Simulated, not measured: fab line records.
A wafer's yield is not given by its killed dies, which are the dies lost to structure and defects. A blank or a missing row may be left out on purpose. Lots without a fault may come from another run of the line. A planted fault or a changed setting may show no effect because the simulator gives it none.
Chamber matching + flow nand_harc + pecvd-03 running NHARC_A_ONON_D1_DEP_33: 3 sister chambers
The step deposits SiO2, target thk 200 nm. 6 wafers are shown with their chamber, then 7 later ones without.

## WAFERS WITH THEIR CHAMBER
| wafer  | chamber | heater_power_w (W) | throttle_valve_pct (%) |
|--------|---------|--------------------|------------------------|
| L318.4 | 0       | 627                | 15.3                   |
| L319.2 | 2       | 547                | 16.1                   |
| L319.3 | 1       | 452                | 16.0                   |
| L319.4 | 1       | 449                | 16.0                   |
| L324.3 | 0       | 613                | 15.5                   |
| L324.5 | 2       | 404                | 16.2                   |

## WAFERS WITH NO CHAMBER GIVEN
| wafer  | heater_power_w (W) | throttle_valve_pct (%) |
|--------|--------------------|------------------------|
| L324.6 | 396                | 15.9                   |
| L330.1 | 422                | 15.7                   |
| L330.3 | 491                | 16.1                   |
| L330.5 | 535                | 16.2                   |
| L334.2 | 537                | 16.0                   |
| L334.4 | 455                | 15.1                   |
| L334.6 | 554                | 15.8                   |

## WHICH CHAMBER EACH WENT THROUGH
| wafer  | from the rows above          | in truth                   |
|--------|------------------------------|----------------------------|
| L324.6 | can't be placed: 1 or 2      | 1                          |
| L330.1 | can't be placed: 1 or 0 or 2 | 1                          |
| L330.3 | can't be placed: 2 or 1      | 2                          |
| L330.5 | can't be placed: 2 or 1      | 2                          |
| L334.2 | can't be placed: 1 or 2      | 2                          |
| L334.4 | 0                            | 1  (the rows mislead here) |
| L334.6 | can't be placed: 1 or 2 or 0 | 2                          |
Correctly placed: 0 of 7. These rows do not allow placing 6 (true chamber among the candidates in 6). Wrongly placed: 1.
How it was worked out, from the rows above alone: a wafer's distance from a chamber is the root of the sum, over the readings, of the square of ((its reading less the chamber's mean) divided by the reading's scatter). If the next closest chamber is less than 2 further off than the closest, the wafer can't be placed; otherwise it belongs to the closest. The mean given for a chamber averages the wafers shown for that chamber. The scatter: the root of (the sum of the squares of (reading less its chamber's mean) over the shown wafers, divided by (wafers less chambers)).
